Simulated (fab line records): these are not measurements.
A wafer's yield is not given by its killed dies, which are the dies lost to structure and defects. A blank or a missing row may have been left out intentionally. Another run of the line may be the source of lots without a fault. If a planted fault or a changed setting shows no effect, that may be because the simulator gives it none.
Comparing a struck lot with a sound one -- flow nand-harc -- 18 out of 1159 route steps
Sound: these wafers, L876.1, L876.3, L876.4. Wafers L885.1, L885.2, L885.4 were the ones struck. The cause comes at the end.
For every step that has rows: the tool of each side, followed by ch and its chambers, followed by its first start. Under that, the readings that differ: sound wafers -- struck wafers -- difference of the means -- sigmas: that difference in standard deviations of wafers without a fault.
alike: words and numbers the same on both sides, and readings whose means are apart by under 2 such deviations; not compared: readings that were withheld, readings missing a value for some wafer, numbers with overlapping values and no deviation given by the record, and bounds like >300 which may hide the same value.
A row with sigmas, a row that says differs or no value, or rows on one side alone: a step with any of these is where the two part. Non-overlapping numbers with no deviation appear without sigmas and do not part them. A reading missing from all wafers of one side parts the sides only when that side holds two or more wafers.

NHARC_P_ZERO_WELL_CD_MEAS_37: target cd 720 nm.
  sound on cd-sem-03 ch 0, day 2 22:07; struck on cd-sem-01 ch 0, day 5 04:06
  alike: cd-nm
then, 1 step without rows for these wafers: NHARC_P_ZERO_WELL_HARDBAKE_38 (time 80 s).
NHARC_P_ZERO_WELL_DESCUM_39: chemistry O2, time 3 s.
  sound on rie-diel-09 ch 0,2,3, day 2 22:17; struck on rie-diel-11 ch 1,2,3, day 5 04:16
reading,sound,struck,difference,sigmas
rf-hours-counter-h (h),9.8 9.8 9.7,6.6 7.0 7.5,-2.7,
  alike: drypump-motor-current-A, oes-product-au, rf-vpp-V, showerhead-plenum-p-Torr, throttle-valve-pct
then, 9 steps without rows for these wafers: NHARC_P_ZERO_WELL_IMPLANT_40; NHARC_P_ZERO_WELL_IMPLANT_59; NHARC_P_ZERO_WELL_IMPLANT_60; NHARC_P_ZERO_WELL_STRIP_41 (strips in SPM, time 840 s); NHARC_P_ZERO_WELL_DEHYDRATE_44 (time 120 s); NHARC_P_ZERO_WELL_HMDS_45 (time 30 s); NHARC_P_ZERO_WELL_COAT_46; NHARC_P_ZERO_WELL_SOFTBAKE_47 (time 95 s); NHARC_P_ZERO_WELL_EBR_48.
NHARC_P_ZERO_WELL_EXPOSE_49: exposes mask P HVPW, target cd 2000 nm.
  sound on krf-scanner-03 ch 0, day 2 23:37; struck on krf-scanner-02 ch 0, day 5 05:29
reading,sound,struck,difference,sigmas
mask,P_HVPW#0 P_HVPW#0 P_HVPW#0,P_NWELL#0 P_NWELL#0 P_NWELL#0,differs,
  alike: stage-vel-mm-s
then, 2 steps without rows for these wafers: NHARC_P_ZERO_WELL_PEB_50 (peb time 85 s); NHARC_P_ZERO_WELL_DEVELOP_51 (time 70 s).
NHARC_P_ZERO_WELL_CD_MEAS_52: target cd 2000 nm.
  sound on cd-sem-02 ch 0, day 2 23:46; struck on cd-sem-01 ch 0, day 5 05:38
reading,sound,struck,difference,sigmas
cd-nm (nm),2000.1 1999.1 2000.6,- - -,no value on the struck wafers,
then, 1 step without rows for these wafers: NHARC_P_ZERO_WELL_HARDBAKE_53 (time 80 s).
-- jump in the record: it breaks off in module P_ZERO_WELL and resumes in module END (first step shown: number 1159 of the route), and 17 days separate the struck wafers' starts before and after --
NHARC_END_SORT_01:
  sound on prober-01 ch 0, day 20 02:19; struck on prober-02 ch 0, day 22 08:11
reading,sound,struck,difference,sigmas
killed-at-array,15 10 13,36 51 37,+29,+3
killed-at-periphery,2 3 3,641 626 639,+633,+99 or more
killed-dies,17 17 17,677 677 677,+660,+74
  alike: killed-at-other, killed-open, killed-short

## WHERE THEY PART
Earliest at NHARC_P_ZERO_WELL_EXPOSE_49; latest, in this record, at NHARC_END_SORT_01.

WHY: whatever the simulator had introduced
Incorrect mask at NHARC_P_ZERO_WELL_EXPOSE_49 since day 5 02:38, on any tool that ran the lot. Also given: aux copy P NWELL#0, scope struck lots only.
